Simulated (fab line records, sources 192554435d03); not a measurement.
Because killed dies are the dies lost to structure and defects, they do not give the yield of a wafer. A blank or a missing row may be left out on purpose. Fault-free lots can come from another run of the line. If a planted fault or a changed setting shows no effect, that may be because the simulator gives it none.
Matching of chambers :: flow n5Finfet :: N5_BEOL_M6_DESCUM_33 on rieDiel-05: 4 sister chambers
The step chemistry O2, time 7 s. 24 wafers are shown with their chamber, then 12 later ones without.

WAFERS PAIRED WITH THEIR CHAMBERS
wafer: L074.1
chamber: 2
drypumpMotorCurrentA (A): 5.1
showerheadPlenumPTorr (Torr): 2.15
throttleValvePct (%): 20.65

wafer: L074.2
chamber: 1
drypumpMotorCurrentA (A): 5.7
showerheadPlenumPTorr (Torr): 2.19
throttleValvePct (%): 20.54

wafer: L074.3
chamber: 3
drypumpMotorCurrentA (A): 5.7
showerheadPlenumPTorr (Torr): 2.20
throttleValvePct (%): 20.01

wafer: L074.4
chamber: 0
drypumpMotorCurrentA (A): 6.6
showerheadPlenumPTorr (Torr): 2.06
throttleValvePct (%): 20.34

wafer: L074.5
chamber: 1
drypumpMotorCurrentA (A): 5.7
showerheadPlenumPTorr (Torr): 2.19
throttleValvePct (%): 20.55

wafer: L074.6
chamber: 2
drypumpMotorCurrentA (A): 5.1
showerheadPlenumPTorr (Torr): 2.15
throttleValvePct (%): 20.65

wafer: L076.1
chamber: 2
drypumpMotorCurrentA (A): 5.1
showerheadPlenumPTorr (Torr): 2.15
throttleValvePct (%): 20.65

wafer: L076.4
chamber: 3
drypumpMotorCurrentA (A): 5.7
showerheadPlenumPTorr (Torr): 2.20
throttleValvePct (%): 20.01

wafer: L076.5
chamber: 3
drypumpMotorCurrentA (A): 5.7
showerheadPlenumPTorr (Torr): 2.20
throttleValvePct (%): 20.02

wafer: L078.1
chamber: 2
drypumpMotorCurrentA (A): 5.1
showerheadPlenumPTorr (Torr): 2.15
throttleValvePct (%): 20.67

wafer: L078.2
chamber: 3
drypumpMotorCurrentA (A): 5.7
showerheadPlenumPTorr (Torr): 2.20
throttleValvePct (%): 20.00

wafer: L078.3
chamber: 1
drypumpMotorCurrentA (A): 5.8
showerheadPlenumPTorr (Torr): 2.19
throttleValvePct (%): 20.55

wafer: L078.4
chamber: 1
drypumpMotorCurrentA (A): 5.7
showerheadPlenumPTorr (Torr): 2.19
throttleValvePct (%): 20.56

wafer: L078.5
chamber: 2
drypumpMotorCurrentA (A): 5.1
showerheadPlenumPTorr (Torr): 2.15
throttleValvePct (%): 20.66

wafer: L078.6
chamber: 3
drypumpMotorCurrentA (A): 5.7
showerheadPlenumPTorr (Torr): 2.20
throttleValvePct (%): 20.01

wafer: L080.2
chamber: 3
drypumpMotorCurrentA (A): 5.7
showerheadPlenumPTorr (Torr): 2.19
throttleValvePct (%): 20.01

wafer: L080.3
chamber: 1
drypumpMotorCurrentA (A): 5.8
showerheadPlenumPTorr (Torr): 2.18
throttleValvePct (%): 20.56

wafer: L080.6
chamber: 3
drypumpMotorCurrentA (A): 5.7
showerheadPlenumPTorr (Torr): 2.19
throttleValvePct (%): 20.03

wafer: L083.2
chamber: 2
drypumpMotorCurrentA (A): 5.1
showerheadPlenumPTorr (Torr): 2.14
throttleValvePct (%): 20.68

wafer: L083.3
chamber: 1
drypumpMotorCurrentA (A): 5.7
showerheadPlenumPTorr (Torr): 2.18
throttleValvePct (%): 20.57

wafer: L083.6
chamber: 3
drypumpMotorCurrentA (A): 5.7
showerheadPlenumPTorr (Torr): 2.19
throttleValvePct (%): 20.03

wafer: L086.1
chamber: 1
drypumpMotorCurrentA (A): 5.7
showerheadPlenumPTorr (Torr): 2.18
throttleValvePct (%): 20.58

wafer: L086.3
chamber: 2
drypumpMotorCurrentA (A): 5.1
showerheadPlenumPTorr (Torr): 2.14
throttleValvePct (%): 20.68

wafer: L086.4
chamber: 0
drypumpMotorCurrentA (A): 6.6
showerheadPlenumPTorr (Torr): 2.05
throttleValvePct (%): 20.02

SIGNATURES (means of the wafers above)
reading: drypumpMotorCurrentA
chamber 0: 6.600
chamber 1: 5.729
chamber 2: 5.100
chamber 3: 5.700
scatter within a chamber: 0.0267

reading: showerheadPlenumPTorr
chamber 0: 2.0550
chamber 1: 2.1857
chamber 2: 2.1471
chamber 3: 2.1963
scatter within a chamber: 0.00525

reading: throttleValvePct
chamber 0: 20.1800
chamber 1: 20.5586
chamber 2: 20.6629
chamber 3: 20.0150
scatter within a chamber: 0.0521
Rule: a wafer lies at a distance from a chamber equal to the root of the sum of squares, over the readings, of (its reading less the chamber's mean, divided by the reading's scatter). The wafer belongs to the nearest chamber; if the next one is less than 2 further off, it can't be placed. The scatter: take each reading less its chamber's mean, square it, sum over the shown wafers, divide by the number of wafers less the number of chambers, and take the root.

WAFERS WITHOUT THEIR CHAMBER
wafer: L084.1
drypumpMotorCurrentA (A): 6.6
showerheadPlenumPTorr (Torr): 2.05
throttleValvePct (%): 20.03

wafer: L084.5
drypumpMotorCurrentA (A): 5.7
showerheadPlenumPTorr (Torr): 2.19
throttleValvePct (%): 20.03

wafer: L084.6
drypumpMotorCurrentA (A): 5.8
showerheadPlenumPTorr (Torr): 2.18
throttleValvePct (%): 20.58

wafer: L088.2
drypumpMotorCurrentA (A): 6.6
showerheadPlenumPTorr (Torr): 2.05
throttleValvePct (%): 20.02

wafer: L088.3
drypumpMotorCurrentA (A): 5.7
showerheadPlenumPTorr (Torr): 2.19
throttleValvePct (%): 20.05

wafer: L088.5
drypumpMotorCurrentA (A): 5.8
showerheadPlenumPTorr (Torr): 2.18
throttleValvePct (%): 20.58

wafer: L087.2
drypumpMotorCurrentA (A): 5.7
showerheadPlenumPTorr (Torr): 2.19
throttleValvePct (%): 20.05

wafer: L087.3
drypumpMotorCurrentA (A): 6.6
showerheadPlenumPTorr (Torr): 2.05
throttleValvePct (%): 20.01

wafer: L087.5
drypumpMotorCurrentA (A): 6.6
showerheadPlenumPTorr (Torr): 2.05
throttleValvePct (%): 20.03

wafer: L089.1
drypumpMotorCurrentA (A): 5.7
showerheadPlenumPTorr (Torr): 2.18
throttleValvePct (%): 20.06

wafer: L089.2
drypumpMotorCurrentA (A): 6.6
showerheadPlenumPTorr (Torr): 2.05
throttleValvePct (%): 20.04

wafer: L089.3
drypumpMotorCurrentA (A): 5.7
showerheadPlenumPTorr (Torr): 2.18
throttleValvePct (%): 20.59

WHICH CHAMBER EACH ONE RAN IN
wafer: L084.1
from the rows above: 0
in truth: 0

wafer: L084.5
from the rows above: 3
in truth: 3

wafer: L084.6
from the rows above: 1
in truth: 1

wafer: L088.2
from the rows above: 0
in truth: 0

wafer: L088.3
from the rows above: 3
in truth: 3

wafer: L088.5
from the rows above: 1
in truth: 1

wafer: L087.2
from the rows above: 3
in truth: 3

wafer: L087.3
from the rows above: 0
in truth: 0

wafer: L087.5
from the rows above: 0
in truth: 0

wafer: L089.1
from the rows above: 3
in truth: 3

wafer: L089.2
from the rows above: 0
in truth: 0

wafer: L089.3
from the rows above: 1
in truth: 1
Placed correctly: 12 of 12. Can't be placed from these rows: 0. Placed wrongly: 0.
